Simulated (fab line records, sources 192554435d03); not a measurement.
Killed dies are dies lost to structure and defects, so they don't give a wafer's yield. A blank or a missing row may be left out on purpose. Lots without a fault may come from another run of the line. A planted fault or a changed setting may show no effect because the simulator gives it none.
fab line records | flow n5_finfet
record lots=24 wafers=72 last_day=18
route steps=1938 shown WELL_APT@46 PMOS_HMC_CHANNEL_EPI@81 FIN_SAQP@96
lots that met no fault: from a run of the same line without faults
start_h: hours from the record's first day to the start of the lot's first wafer shown | wait_h: hours since the lot's step before | " the same as in the row above | L1.1+2: a row that stands for several wafers | - no value, or no start given | * or withheld: withheld | < > ~ a bound
route shown NAME@n: a module of which the file shows steps, and the number in the route of the first | usual: mean/standard deviation of fault-free wafers | same: alike in all rows | chamber/n: place in a boat | sites: the reading at each site | _std_site: their standard deviation | _edge_site: outer sites' mean less inner sites' | radius_mm: how far each site lies from the wafer's centre | mask NAME#n: copy n | behind: the tool/chamber that last shaped the wafer | hold: why the lot was held/for how many hours/how that ended | device: the transistor (n, p or np) that didn't switch | end of line: the same wafers' tests at the end of the route | a step without rows: its recipe alone | killed: dies lost to structure and defects at the first sort, not the wafer's yield | map: a wafer's dies, x killed, . not, _ none there
set.NAME: the setting as run; set.NAME@STEP: as run at that earlier step | model.NAME: the simulator's own value behind a step, which no gauge read
steps of the route over a sample of lots; a table a step, a row a wafer
services: from which hour (start_h, from the record's first day; less than 0 if before it) a tool's chamber was out of use, for how many hours, and why
## steps
# step N5_WELL_APT_DESCUM_30
# recipe chemistry=O2 time_s=7.9 source_power_w=50 bias_power_w=20 pressure_mtorr=20 rf_frequency_hz=2.712e+07 temp_c=40 o2_flow_sccm=225
# usual drypump_motor_current_A=5.8/0.45 oes_product_au=0.76/0.088 rf_vpp_V=243.7/1.1 showerhead_plenum_p_Torr=2.12/0.053 throttle_valve_pct=20.50/0.26
# columns lot.wafer tool chamber start_h wait_h drypump_motor_current_A oes_product_au rf_hours_counter_h rf_vpp_V showerhead_plenum_p_Torr throttle_valve_pct
L074.2 rie_diel-01 3 15.04 0.0 5.5 0.75 167 243.8 2.09 20.52
L074.3 " 0 " " 6.7 0.73 197 244.7 2.18 20.68
L074.6 " 0 " " 6.7 0.73 - 243.6 2.18 20.67
L075.2 rie_diel-03 3 21.40 0.0 5.8 0.74 202 242.6 2.07 20.29
L075.5 " 2 " " 5.3 0.70 - 244.7 2.15 20.72
L075.6 " 0 " " 5.9 0.71 - 245.2 2.16 20.83
L076.1 rie_diel-01 1 27.22 0.0 6.4 0.94 14 243.5 2.13 19.90
L076.4 " 3 " " 5.5 0.75 172 242.1 2.09 20.53
L076.6 " 2 " " 5.3 0.73 - 244.1 2.07 20.50
L077.2 rie_diel-03 0 32.96 0.0 5.9 0.70 226 244.9 2.16 20.82
L077.5 " 3 " " 5.7 0.72 - 243.2 2.07 20.31
L077.6 " 0 " " 5.9 0.70 - 245.0 2.16 20.82
L078.1 rie_diel-03 3 39.35 0.0 5.8 0.73 209 241.2 2.07 20.30
L078.3 " 2 " " 5.3 0.69 238 243.4 2.15 20.74
L078.5 " 3 " " 5.7 0.72 - 242.4 2.07 20.30
L079.1 rie_diel-06 3 45.45 0.3 5.7 0.79 127 243.7 2.09 20.66
L079.2 " 0 " " 5.1 0.84 85 245.3 2.18 20.18
L079.4 " 2 " " 5.5 0.71 199 244.0 2.16 20.64
L080.1 rie_diel-03 1 51.15 0.0 6.0 0.68 249 242.7 2.06 20.65
L080.3 " 2 " " 5.3 0.69 242 245.8 2.14 20.71
L080.4 " 0 " " 5.9 0.70 231 243.1 2.15 20.83
L081.1 rie_diel-03 0 57.09 0.0 5.9 0.70 232 243.9 2.15 20.83
L081.3 " 1 " " 6.0 0.68 250 241.7 2.06 20.65
L081.5 " 2 " " 5.4 0.69 - 244.6 2.14 20.74
L082.2 rie_diel-01 3 63.32 0.0 5.5 0.73 184 243.6 2.09 20.55
L082.4 " 0 " " 6.7 0.71 214 243.5 2.17 20.69
L082.6 " 0 " " 6.7 0.71 - 243.5 2.17 20.70
L083.1 rie_diel-03 3 69.40 0.0 5.7 0.73 219 242.3 2.06 20.33
L083.5 " 0 " " 5.9 0.69 - 242.1 2.15 20.84
L083.6 " 3 " " 5.7 0.72 - 242.0 2.06 20.31
L084.3 rie_diel-01 1 76.13 0.1 6.4 0.91 30 243.5 2.12 19.90
L084.4 " 0 " " 6.7 0.71 217 243.5 2.17 20.71
L084.5 " 3 " " 5.5 0.73 - 243.1 2.08 20.54
L085.1 rie_diel-01 2 81.49 0.0 5.3 0.72 202 244.8 2.06 20.53
L085.4 " 2 " " 5.3 0.72 - 242.5 2.06 20.54
L085.5 " 0 " " 6.7 0.70 - 245.0 2.17 20.70
L086.1 rie_diel-06 3 87.00 0.0 5.6 0.78 145 243.7 2.08 20.69
L086.2 " 1 " " 6.0 0.99 2 245.5 2.26 20.26
L086.5 " 0 " " 5.2 0.82 - 245.0 2.17 20.22
L087.3 rie_diel-01 1 93.22 0.2 6.4 0.91 36 243.7 2.12 19.92
L087.4 " 0 " " 6.7 0.71 223 244.5 2.17 20.71
L087.6 " 3 " " 5.5 0.73 - 243.9 2.08 20.56
L088.2 rie_diel-03 0 100.11 0.2 5.9 0.69 250 245.4 2.15 20.87
L088.3 " 1 " " 6.0 0.93 8 243.7 2.05 20.33
L088.5 " 1 " " 6.0 0.93 - 242.2 2.05 20.33
L089.1 rie_diel-01 3 105.74 0.2 5.5 0.72 197 244.6 2.08 20.57
L089.2 " 0 " " 6.7 0.70 228 243.1 2.16 20.72
L089.4 " 2 " " 5.3 0.71 211 243.8 2.06 20.56
L090.3 rie_diel-03 0 111.15 0.0 5.8 0.68 256 243.4 2.15 20.87
L090.4 " 0 " " 5.8 0.69 - 244.0 2.15 20.88
L090.6 " 3 " " 5.7 0.71 - 242.9 2.06 20.35
L091.1 rie_diel-06 2 117.14 0.1 5.5 0.69 225 243.1 2.15 20.67
L091.3 " 1 " " 6.0 0.94 13 244.7 2.25 20.26
L091.4 " 3 " " 5.6 0.77 155 244.0 2.08 20.71
L092.2 rie_diel-06 0 122.88 0.0 5.2 0.81 117 245.7 2.17 20.23
L092.4 " 2 " " 5.5 0.68 227 244.9 2.15 20.69
L092.6 " 2 " " 5.6 0.69 - 244.6 2.15 20.69
L093.2 rie_diel-01 3 129.56 0.2 5.5 0.72 205 243.0 2.08 20.58
L093.5 " 2 " " 5.3 0.72 - 244.5 2.06 20.54
L093.6 " 3 " " 5.4 0.73 - 242.5 2.08 20.58
L094.1 rie_diel-01 0 135.15 0.1 6.7 0.68 239 244.4 2.16 20.75
L094.4 " 2 " " 5.3 0.71 221 243.0 2.06 20.58
L094.6 " 0 " " 6.7 0.69 - 243.6 2.16 20.74
L095.1 rie_diel-06 3 141.03 0.0 5.7 0.76 165 242.6 2.08 20.72
L095.3 " 1 " " 6.1 0.92 20 245.1 2.25 20.29
L095.4 " 2 " " 5.6 0.69 235 244.4 2.15 20.69
L096.2 rie_diel-03 0 147.28 0.0 5.9 0.98 3 242.9 2.14 20.46
L096.3 " 1 " " 6.0 0.88 31 241.9 2.04 20.35
L096.4 " 0 " " 5.9 0.99 - 241.5 2.14 20.46
L097.1 rie_diel-06 3 153.09 0.0 5.7 0.76 169 244.5 2.07 20.75
L097.2 " 2 " " 5.5 0.68 239 242.7 2.15 20.69
L097.6 " 0 " " 5.2 0.80 - 245.8 2.16 20.27
# step N5_WELL_APT_INSPECT_38
# recipe inspect_instrument=darkfield mode=post_epi
# usual raw_defect_count=14/5.9
# columns lot.wafer tool chamber start_h wait_h raw_defect_count
L074.2 defect_inspect-01 - 16.88 0.6 11
L074.3 " - " " 13
L074.6 " - " " 15
L075.2 defect_inspect-02 - 23.29 0.6 10
L075.5 " - " " 12
L075.6 " - " " 25
L076.1 defect_inspect-01 - 28.95 0.5 7
L076.4 " - " " 15
L076.6 " - " " 17
L077.2 defect_inspect-01 - 34.80 0.6 14
L077.5 " - " " 20
L077.6 " - " " 10
L078.1 defect_inspect-01 - 41.25 0.7 12
L078.3 " - " " 9
L078.5 " - " " 13
L079.1 defect_inspect-02 - 47.49 0.7 6
L079.2 " - " " 10
L079.4 " - " " 13
L080.1 defect_inspect-01 - 52.81 0.5 11
L080.3 " - " " 13
L080.4 " - " " 27
L081.1 defect_inspect-01 - 58.99 0.5 15
L081.3 " - " " 25
L081.5 " - " " 21
L082.2 defect_inspect-02 - 65.15 0.6 8
L082.4 " - " " 9
L082.6 " - " " 11
L083.1 defect_inspect-02 - 71.50 0.7 18
L083.5 " - " " 9
L083.6 " - " " 11
L084.3 defect_inspect-01 - 78.03 0.4 8
L084.4 " - " " 3
L084.5 " - " " 11
L085.1 defect_inspect-01 - 83.18 0.5 8
L085.4 " - " " 13
L085.5 " - " " 13
L086.1 defect_inspect-02 - 89.12 0.9 17
L086.2 " - " " 16
L086.5 " - " " 9
L087.3 defect_inspect-02 - 95.28 0.3 8
L087.4 " - " " 22
L087.6 " - " " 15
L088.2 defect_inspect-02 - 101.88 0.4 7
L088.3 " - " " 12
L088.5 " - " " 15
L089.1 defect_inspect-02 - 107.58 0.7 12
L089.2 " - " " 11
L089.4 " - " " 29
L090.3 defect_inspect-01 - 112.81 0.4 16
L090.4 " - " " 13
L090.6 " - " " 14
L091.1 defect_inspect-01 - 119.27 0.9 15
L091.3 " - " " 9
L091.4 " - " " 5
L092.2 defect_inspect-01 - 124.73 0.6 9
L092.4 " - " " 10
L092.6 " - " " 9
L093.2 defect_inspect-01 - 131.53 0.6 15
L093.5 " - " " 21
L093.6 " - " " 34
L094.1 defect_inspect-02 - 136.82 0.5 15
L094.4 " - " " 14
L094.6 " - " " 10
L095.1 defect_inspect-01 - 142.67 0.5 14
L095.3 " - " " 6
L095.4 " - " " 7
L096.2 defect_inspect-01 - 149.17 0.4 11
L096.3 " - " " 9
L096.4 " - " " 8
L097.1 defect_inspect-02 - 155.00 0.7 7
L097.2 " - " " 13
L097.6 " - " " 12
# step N5_PMOS_HMC_CHANNEL_EPI_CMP_21
# recipe material=SiGe30 post_cmp_clean=alkaline_brush target_thk_nm=54
# usual motor_current_A=11.9/0.79
# columns lot.wafer tool chamber start_h wait_h motor_current_A
L074.3 cmp-03 1 20.10 0.0 12.6
L074.2 " 2 " " 12.7
L074.6 " 2 " " 12.9
L075.2 cmp-04 3 26.13 0.1 11.8
L075.6 " 2 " " 12.3
L075.5 " 3 " " 12.1
L076.4 cmp-04 2 31.93 0.1 12.2
L076.1 " 0 " " 13.0
L076.6 " 1 " " 11.9
L077.2 cmp-04 3 38.35 0.1 12.5
L077.5 " 0 " " 12.4
L077.6 " 1 " " 11.7
L078.3 cmp-04 3 44.25 0.0 12.0
L078.1 " 2 " " 12.2
L078.5 " 0 " " 12.3
L079.2 cmp-04 2 49.86 0.0 12.0
L079.4 " 3 " " 12.3
L079.1 " 0 " " 11.8
L080.1 cmp-02 3 55.31 0.0 9.9
L080.4 " 0 " " 10.6
L080.3 " 2 " " 12.2
L081.3 cmp-02 2 61.49 0.0 11.9
L081.1 " 1 " " 11.4
L081.5 " 3 " " 10.1
L082.4 cmp-04 0 68.09 0.1 12.2
L082.2 " 2 " " 12.6
L082.6 " 3 " " 12.4
L083.1 cmp-03 3 74.10 0.1 11.9
L083.6 " 1 " " 13.0
L083.5 " 2 " " 13.2
L084.4 cmp-04 1 81.37 0.1 11.9
L084.3 " 2 " " 12.3
L084.5 " 3 " " 12.7
L085.4 cmp-03 3 86.31 0.0 11.9
L085.1 " 0 " " 11.8
L085.5 " 3 " " 11.5
L086.2 cmp-02 1 91.97 0.1 11.6
L086.1 " 2 " " 11.9
L086.5 " 3 " " 10.3
L087.4 cmp-02 2 97.81 0.1 12.5
L087.3 " 0 " " 10.6
L087.6 " 2 " " 11.7
L088.3 cmp-03 1 104.94 0.1 13.3
L088.2 " 2 " " 13.1
L088.5 " 0 " " 11.4
L089.1 cmp-04 1 110.08 0.0 12.0
L089.2 " 3 " " 12.5
L089.4 " 0 " " 12.4
L090.4 cmp-03 1 116.71 0.1 12.8
L090.3 " 2 " " 13.0
L090.6 " 0 " " 11.2
L091.1 cmp-02 0 121.77 0.0 10.2
L091.3 " 2 " " 12.1
L091.4 " 3 " " 10.7
L092.4 cmp-04 0 127.15 0.1 13.0
L092.2 " 2 " " 11.7
L092.6 " 3 " " 12.0
L093.2 cmp-04 1 134.13 0.1 11.7
L093.5 " 2 " " 12.0
L093.6 " 3 " " 11.9
L094.1 cmp-02 0 139.52 0.1 10.6
L094.4 " 1 " " 12.5
L094.6 " 3 " " 10.1
L095.3 cmp-04 1 145.34 0.1 11.5
L095.1 " 3 " " 12.4
L095.4 " 0 " " 13.0
L096.2 cmp-02 1 151.69 0.0 12.1
L096.3 " 3 " " 10.6
L096.4 " 0 " " 10.5
L097.2 cmp-04 1 157.42 0.1 11.5
L097.1 " 3 " " 12.2
L097.6 " 0 " " 12.7
# step N5_FIN_SAQP_HM_DEP_03
# recipe material=SiNx target_thk_a=380 temp_c=400 precursor=SiH4/NH3/N2 pressure_torr=1.5 rf_w=300 time_s=33.6
# usual heater_power_w=768/100 showerhead_plenum_p_Torr=5.10/0.081 throttle_valve_pct=38.9/2
# columns lot.wafer tool chamber start_h wait_h heater_power_w showerhead_plenum_p_Torr throttle_valve_pct
L074.2 pecvd-02 1 21.62 0.2 716 5.19 41.7
L074.3 " 0 " " 818 5.18 37.7
L074.6 " 1 " " 690 5.18 41.6
L075.2 pecvd-03 0 27.55 0.2 809 5.05 38.4
L075.5 " 0 " " 813 5.06 38.5
L075.6 " 1 " " 712 5.11 39.1
L076.1 pecvd-03 0 33.71 0.2 907 5.06 38.5
L076.4 " 1 " " 737 5.10 39.4
L076.6 " 0 " " 938 5.05 38.4
L077.2 pecvd-01 0 39.68 0.2 686 4.98 40.3
L077.5 " 2 " " 723 5.10 34.6
L077.6 " 0 " " 720 4.99 40.5
L078.1 pecvd-01 1 45.57 0.2 713 5.09 39.9
L078.3 " 0 " " 723 4.98 40.7
L078.5 " 2 " " 631 5.11 35.0
L079.1 pecvd-01 2 51.18 0.2 682 5.11 34.7
L079.2 " 0 " " 760 4.98 40.4
L079.4 " 1 " " 704 5.09 40.3
L080.1 pecvd-03 2 56.65 0.2 954 5.14 39.2
L080.3 " 2 " " 918 5.14 39.2
L080.4 " 2 " " 931 5.14 39.0
L081.1 pecvd-01 0 63.44 0.2 737 4.97 40.3
L081.3 " 2 " " 715 5.09 34.7
L081.5 " 0 " " 747 4.98 40.6
L082.2 pecvd-01 1 70.55 0.2 648 5.08 40.2
L082.4 " 1 " " 676 5.10 40.2
L082.6 " 0 " " 756 4.98 40.3
L083.1 pecvd-02 1 75.61 0.2 750 5.19 41.6
L083.5 " 1 " " 776 5.18 41.6
L083.6 " 2 " " 793 5.33 40.2
L084.3 pecvd-01 0 82.61 0.1 703 4.98 40.2
L084.4 " 0 " " 700 4.99 40.2
L084.5 " 1 " " 733 5.09 40.0
L085.1 pecvd-02 0 87.87 0.2 858 5.18 37.8
L085.4 " 1 " " 771 5.18 41.5
L085.5 " 2 " " 781 5.34 40.3
L086.1 pecvd-02 0 93.77 0.3 862 5.18 38.0
L086.2 " 1 " " 774 5.19 41.7
L086.5 " 0 " " 839 5.19 38.1
L087.3 pecvd-01 0 100.09 0.1 700 4.98 40.4
L087.4 " 2 " " 711 5.10 34.9
L087.6 " 0 " " 697 4.98 40.4
L088.2 pecvd-03 1 106.19 0.2 803 5.11 39.4
L088.3 " 2 " " 962 5.14 39.4
L088.5 " 0 " " 856 5.05 38.8
L089.1 pecvd-01 2 111.58 0.2 696 5.12 34.7
L089.2 " 1 " " 668 5.08 40.0
L089.4 " 2 " " 687 5.10 34.8
L090.3 pecvd-01 0 118.42 0.1 755 4.98 40.4
L090.4 " 0 " " 759 4.97 40.7
L090.6 " 1 " " 704 5.08 40.3
L091.1 pecvd-01 1 124.51 0.2 652 5.08 40.1
L091.3 " 0 " " 750 4.99 40.3
L091.4 " 2 " " 639 5.10 35.1
L092.2 pecvd-03 2 128.53 0.2 858 5.14 39.5
L092.4 " 2 " " 837 5.14 39.0
L092.6 " 0 " " 979 5.05 39.1
L093.2 pecvd-01 2 135.33 0.2 609 5.11 35.1
L093.5 " 2 " " 619 5.11 35.4
L093.6 " 0 " " 808 4.98 40.2
L094.1 pecvd-03 0 140.86 0.2 950 5.06 39.0
L094.4 " 1 " " 787 5.11 39.2
L094.6 " 0 " " 942 5.05 39.1
L095.1 pecvd-03 2 147.47 0.3 912 5.14 39.6
L095.3 " 1 " " 723 5.12 39.4
L095.4 " 0 " " 973 5.06 39.0
L096.2 pecvd-03 1 153.20 0.2 779 5.12 39.2
L096.3 " 0 " " 964 5.05 39.1
L096.4 " 1 " " 783 5.09 39.4
L097.1 pecvd-01 1 158.84 0.2 611 5.09 39.8
L097.2 " 0 " " 778 4.99 40.6
L097.6 " 1 " " 621 5.09 40.0
# step N5_FIN_SAQP_DESCUM_21
# recipe chemistry=O2 time_s=7.9 source_power_w=50 bias_power_w=20 pressure_mtorr=20 rf_frequency_hz=2.712e+07 temp_c=40 resist=CAR-ArF o2_flow_sccm=225
# usual drypump_motor_current_A=5.8/0.42 oes_product_au=0.78/0.1 rf_vpp_V=243.7/1.1 showerhead_plenum_p_Torr=2.12/0.058 throttle_valve_pct=20.49/0.25
# columns lot.wafer tool chamber start_h wait_h drypump_motor_current_A oes_product_au rf_hours_counter_h rf_vpp_V showerhead_plenum_p_Torr throttle_valve_pct
L074.2 rie_diel-03 2 22.50 0.0 5.4 0.70 232 243.8 2.15 20.71
L074.3 " 3 " " 5.7 0.73 202 242.9 2.07 20.29
L074.6 " 3 " " 5.7 0.73 - 243.5 2.07 20.28
L075.2 rie_diel-03 2 28.36 0.0 5.3 0.70 234 244.6 2.15 20.72
L075.5 " 1 " " 6.0 0.68 - 240.9 2.06 20.65
L075.6 " 2 " " 5.3 0.69 - 243.2 2.15 20.72
L076.1 rie_diel-03 2 34.62 0.0 5.3 0.69 236 243.5 2.15 20.71
L076.4 " 0 " " 5.8 0.70 227 243.5 2.16 20.83
L076.6 " 2 " " 5.3 0.69 - 244.4 2.15 20.71
L077.2 rie_diel-03 3 41.14 0.6 5.8 0.72 209 245.3 2.07 20.32
L077.5 " 0 " " 5.9 0.71 - 244.4 2.16 20.82
L077.6 " 1 " " 6.0 0.68 - 242.9 2.06 20.65
L078.1 rie_diel-01 0 46.88 0.6 6.7 0.72 207 245.7 2.17 20.68
L078.3 " 1 " " 6.4 0.93 21 242.7 2.12 19.92
L078.5 " 0 " " 6.7 0.71 - 243.6 2.17 20.69
L079.1 rie_diel-06 0 52.08 0.0 5.1 0.85 89 245.1 2.18 20.20
L079.2 " 3 " " 5.7 0.79 130 242.0 2.09 20.67
L079.4 " 1 " " 6.1 0.68 246 240.9 1.99 20.61
L080.1 rie_diel-06 0 57.75 0.1 5.1 0.84 91 245.1 2.18 20.22
L080.3 " 1 " " 6.0 0.68 248 242.2 1.99 20.61
L080.4 " 2 " " 5.6 0.71 203 244.3 2.16 20.65
L081.1 rie_diel-01 3 64.20 0.0 5.4 0.74 184 242.6 2.08 20.55
L081.3 " 1 " " 6.4 0.92 27 244.3 2.12 19.90
L081.5 " 3 " " 5.5 0.73 - 242.5 2.08 20.55
L082.2 rie_diel-03 3 71.42 0.0 5.7 0.72 219 242.8 2.06 20.33
L082.4 " 2 " " 5.4 0.69 - 244.4 2.14 20.74
L082.6 " 3 " " 5.7 0.72 - 243.6 2.06 20.32
L083.1 rie_diel-03 3 76.60 0.1 5.7 0.72 222 243.0 2.06 20.32
L083.5 " 2 " " 5.3 0.69 - 244.8 2.14 20.75
L083.6 " 3 " " 5.7 0.72 - 242.2 2.06 20.34
L084.3 rie_diel-03 1 83.44 0.0 6.0 0.98 1 242.7 2.05 20.34
L084.4 " 3 " " 5.7 0.72 225 243.0 2.06 20.32
L084.5 " 1 " " 6.0 0.96 - 243.3 2.05 20.33
L085.1 rie_diel-06 1 88.74 0.0 6.0 0.99 2 244.1 2.26 20.26
L085.4 " 2 " " 5.6 0.70 214 244.0 2.15 20.67
L085.5 " 1 " " 6.0 0.99 - 245.5 2.26 20.24
L086.1 rie_diel-01 2 94.88 0.4 5.3 0.71 207 244.4 2.06 20.56
L086.2 " 3 " " 5.5 0.72 193 243.6 2.08 20.55
L086.5 " 3 " " 5.5 0.73 - 244.2 2.08 20.56
L087.3 rie_diel-06 0 100.98 0.0 5.1 0.82 108 244.4 2.17 20.23
L087.4 " 2 " " 5.5 0.70 219 245.2 2.15 20.66
L087.6 " 2 " " 5.6 0.69 - 244.1 2.15 20.69
L088.2 rie_diel-01 0 107.19 0.1 6.7 0.70 229 243.9 2.16 20.72
L088.3 " 2 " " 5.3 0.71 212 243.9 2.06 20.55
L088.5 " 0 " " 6.7 0.69 - 244.6 2.16 20.71
L089.1 rie_diel-06 2 112.50 0.2 5.5 0.69 223 243.4 2.15 20.69
L089.2 " 3 " " 5.7 0.78 154 242.7 2.08 20.70
L089.4 " 1 " " 6.1 0.94 11 244.3 2.25 20.26
L090.3 rie_diel-06 1 119.46 0.2 6.1 0.94 14 246.1 2.25 20.27
L090.4 " 0 " " 5.1 0.81 115 244.7 2.17 20.24
L090.6 " 1 " " 6.0 0.93 - 245.7 2.25 20.25
L091.1 rie_diel-06 3 125.33 0.0 5.6 0.76 158 242.8 2.08 20.72
L091.3 " 1 " " 6.1 0.93 16 244.7 2.25 20.25
L091.4 " 2 " " 5.6 0.68 228 242.6 2.15 20.69
L092.2 rie_diel-03 2 129.29 0.0 5.3 0.95 6 244.4 2.14 20.34
L092.4 " 3 " " 5.7 0.70 - 243.6 2.05 20.35
L092.6 " 1 " " 6.0 0.90 - 242.1 2.05 20.36
L093.2 rie_diel-01 0 136.23 0.1 6.7 0.69 239 243.8 2.16 20.73
L093.5 " 2 " " 5.3 0.71 - 243.0 2.06 20.56
L093.6 " 3 " " 5.5 0.71 - 241.7 2.08 20.57
L094.1 rie_diel-03 0 141.61 0.0 5.9 0.99 1 244.8 2.14 20.45
L094.4 " 1 " " 6.0 0.89 - 241.9 2.04 20.35
L094.6 " 2 " " 5.3 0.93 - 243.3 2.14 20.36
L095.1 rie_diel-01 2 148.40 0.1 5.3 0.70 225 243.1 2.06 20.59
L095.3 " 0 " " 6.7 0.70 244 243.5 2.16 20.76
L095.4 " 3 " " 5.5 0.72 211 244.6 2.08 20.59
L096.2 rie_diel-01 0 154.07 0.0 6.7 0.69 246 243.4 2.16 20.73
L096.3 " 1 " " 6.4 0.87 59 243.6 2.11 19.97
L096.4 " 2 " " 5.3 0.71 227 242.7 2.05 20.56
L097.1 rie_diel-03 1 159.72 0.0 6.0 0.87 37 242.6 2.04 20.38
L097.2 " 0 " " 5.8 0.95 9 244.3 2.14 20.47
L097.6 " 0 " " 5.9 0.96 - 244.6 2.14 20.47
# step N5_FIN_SAQP_HM_OPEN_73
# recipe chemistry=CHF3/O2 target=SiO2 stop_on=a-Si target_depth_a=120 over_etch_frac=1.8 mask_material=SOC time_s=16.8 pressure_mtorr=30 source_w=650 bias_w=170 Ar_flow_sccm=200 CHF3_flow_sccm=50 O2_flow_sccm=5 ion_energy_ev=200 ends=end_point
# usual drypump_motor_current_A=5.7/0.42 oes_f_703_au=0.79/0.096 oes_product_au=0.46/0.058 rf_vpp_V=521/8 showerhead_plenum_p_Torr=2.45/0.064 throttle_valve_pct=18.92/0.24
# columns lot.wafer tool chamber start_h wait_h drypump_motor_current_A oes_f_703_au oes_product_au rf_hours_counter_h rf_vpp_V showerhead_plenum_p_Torr throttle_valve_pct
L074.2 rie_diel-03 2 22.70 0.0 5.3 0.69 0.42 232 519 2.48 19.18
L074.3 " 3 " " 5.7 0.77 0.44 202 513 2.38 18.69
L074.6 " 3 " " 5.7 0.77 0.44 - 510 2.38 18.67
L075.2 rie_diel-03 2 28.55 0.0 5.3 0.69 0.41 234 519 2.48 19.19
L075.5 " 1 " " 6.0 0.70 0.40 - 514 2.39 19.18
L075.6 " 2 " " 5.3 0.69 0.41 - 520 2.48 19.17
L076.1 rie_diel-03 2 34.81 0.0 5.3 0.69 0.42 236 517 2.48 19.19
L076.4 " 0 " " 5.9 0.68 0.42 227 530 2.48 19.23
L076.6 " 2 " " 5.3 0.69 0.42 - 518 2.48 19.19
L077.2 rie_diel-03 3 41.33 0.0 5.7 0.77 0.43 210 511 2.37 18.69
L077.5 " 0 " " 5.8 0.68 0.42 - 532 2.48 19.24
L077.6 " 1 " " 6.0 0.69 0.40 - 515 2.39 19.18
L078.1 rie_diel-01 0 48.76 0.0 6.7 0.74 0.43 208 513 2.48 18.99
L078.3 " 1 " " 6.4 0.95 0.55 21 528 2.46 18.40
L078.5 " 0 " " 6.7 0.74 0.43 - 513 2.48 19.00
L079.1 rie_diel-06 0 52.28 0.0 5.1 0.83 0.51 89 537 2.54 18.83
L079.2 " 3 " " 5.7 0.82 0.48 130 513 2.40 19.09
L079.4 " 1 " " 6.0 0.70 0.42 246 518 2.29 18.98
L080.1 rie_diel-06 0 57.95 0.0 5.1 0.82 0.50 91 535 2.54 18.85
L080.3 " 1 " " 6.1 0.70 0.40 248 518 2.29 18.98
L080.4 " 2 " " 5.5 0.72 0.43 203 528 2.49 19.05
L081.1 rie_diel-01 3 64.40 0.0 5.5 0.74 0.43 184 521 2.40 18.92
L081.3 " 1 " " 6.4 0.93 0.54 27 528 2.46 18.40
L081.5 " 3 " " 5.5 0.73 0.44 - 522 2.40 18.91
L082.2 rie_diel-03 3 71.62 0.0 5.7 0.76 0.44 219 513 2.37 18.70
L082.4 " 2 " " 5.3 0.68 0.41 - 518 2.47 19.22
L082.6 " 3 " " 5.7 0.76 0.44 - 511 2.37 18.71
L083.1 rie_diel-03 3 76.80 0.0 5.7 0.75 0.44 222 511 2.37 18.69
L083.5 " 2 " " 5.3 0.68 0.41 - 519 2.47 19.22
L083.6 " 3 " " 5.7 0.76 0.44 - 510 2.37 18.70
L084.3 rie_diel-03 1 83.63 0.0 6.0 1.01 0.58 1 516 2.39 18.79
L084.4 " 3 " " 5.8 0.76 0.43 225 512 2.37 18.72
L084.5 " 1 " " 6.0 1.00 0.58 - 517 2.39 18.79
L085.1 rie_diel-06 1 88.94 0.0 6.1 0.99 0.58 2 528 2.58 18.59
L085.4 " 2 " " 5.6 0.72 0.42 214 527 2.49 19.07
L085.5 " 1 " " 6.0 0.98 0.58 - 526 2.58 18.56
L086.1 rie_diel-01 2 95.08 0.0 5.3 0.75 0.43 207 509 2.39 19.03
L086.2 " 3 " " 5.5 0.74 0.43 193 520 2.39 18.90
L086.5 " 3 " " 5.5 0.74 0.43 - 520 2.39 18.92
L087.3 rie_diel-06 0 101.18 0.0 5.1 0.81 0.49 108 535 2.53 18.87
L087.4 " 2 " " 5.6 0.71 0.43 219 527 2.49 19.08
L087.6 " 2 " " 5.6 0.72 0.42 - 528 2.48 19.07
L088.2 rie_diel-01 0 107.39 0.0 6.7 0.73 0.42 229 515 2.48 19.05
L088.3 " 2 " " 5.3 0.74 0.43 212 508 2.39 19.05
L088.5 " 0 " " 6.7 0.73 0.43 - 514 2.48 19.04
L089.1 rie_diel-06 2 112.70 0.0 5.6 0.71 0.42 224 526 2.48 19.10
L089.2 " 3 " " 5.7 0.80 0.46 154 515 2.39 19.10
L089.4 " 1 " " 6.0 0.95 0.56 11 526 2.58 18.59
L090.3 rie_diel-06 1 119.65 0.0 6.1 0.95 0.55 14 527 2.58 18.59
L090.4 " 0 " " 5.1 0.80 0.49 115 536 2.53 18.89
L090.6 " 1 " " 6.0 0.95 0.56 - 526 2.58 18.61
L091.1 rie_diel-06 3 125.53 0.0 5.7 0.79 0.46 158 515 2.39 19.10
L091.3 " 1 " " 6.1 0.94 0.56 16 528 2.58 18.59
L091.4 " 2 " " 5.5 0.71 0.42 228 529 2.48 19.11
L092.2 rie_diel-03 2 129.49 0.0 5.3 0.95 0.57 6 518 2.47 18.80
L092.4 " 3 " " 5.7 0.74 0.42 - 511 2.36 18.74
L092.6 " 1 " " 6.0 0.93 0.54 - 515 2.38 18.85
L093.2 rie_diel-01 0 136.43 0.0 6.7 0.72 0.42 239 514 2.47 19.07
L093.5 " 2 " " 5.3 0.75 0.43 - 507 2.39 19.06
L093.6 " 3 " " 5.4 0.72 0.42 - 520 2.39 18.95
L094.1 rie_diel-03 0 141.81 0.0 5.9 0.95 0.58 1 532 2.47 18.84
L094.4 " 1 " " 6.0 0.91 0.54 - 514 2.38 18.85
L094.6 " 2 " " 5.3 0.92 0.56 - 517 2.46 18.82
L095.1 rie_diel-01 2 148.60 0.0 5.3 0.73 0.42 225 508 2.38 19.07
L095.3 " 0 " " 6.7 0.72 0.42 244 515 2.47 19.06
L095.4 " 3 " " 5.4 0.72 0.43 211 520 2.39 18.94
L096.2 rie_diel-01 0 154.27 0.0 6.7 0.71 0.42 246 514 2.47 19.06
L096.3 " 1 " " 6.4 0.88 0.52 59 524 2.44 18.44
L096.4 " 2 " " 5.3 0.73 0.42 227 509 2.38 19.06
L097.1 rie_diel-03 1 159.91 0.0 6.0 0.89 0.52 37 515 2.37 18.87
L097.2 " 0 " " 5.9 0.92 0.56 9 532 2.46 18.86
L097.6 " 0 " " 5.9 0.92 0.55 - 531 2.46 18.85
## services
# columns tool chamber start_h hours kind
rie_diel-03 3 -8.67 5.7 repair
pecvd-03 2 -3.73 5.8 repair
rie_diel-06 3 4.61 5.3 repair
rie_diel-03 1 18.59 3.5 repair
pecvd-01 1 34.73 10.5 repair
pecvd-03 1 38.88 23.5 repair
rie_diel-03 0 41.90 2.2 repair
cmp-02 - 44.27 0.7 repair
rie_diel-06 2 78.60 4.3 repair
rie_diel-01 3 80.46 4.2 repair
pecvd-03 - 86.60 7.7 repair
cmp-02 - 86.96 1.6 repair
rie_diel-03 2 91.31 7.1 repair
cmp-03 - 92.40 3.5 pm
cmp-02 - 102.67 6.4 pm
rie_diel-03 - 111.30 2.4 repair
cmp-04 - 111.92 6.0 pm
cmp-03 - 127.85 4.0 pm
rie_diel-06 1 132.23 6.0 repair
rie_diel-06 0 133.63 5.5 repair
rie_diel-06 - 139.31 0.5 repair
cmp-02 - 145.88 3.5 pm
cmp-04 - 152.57 1.3 repair
rie_diel-06 3 155.87 5.8 repair
## key
fault none
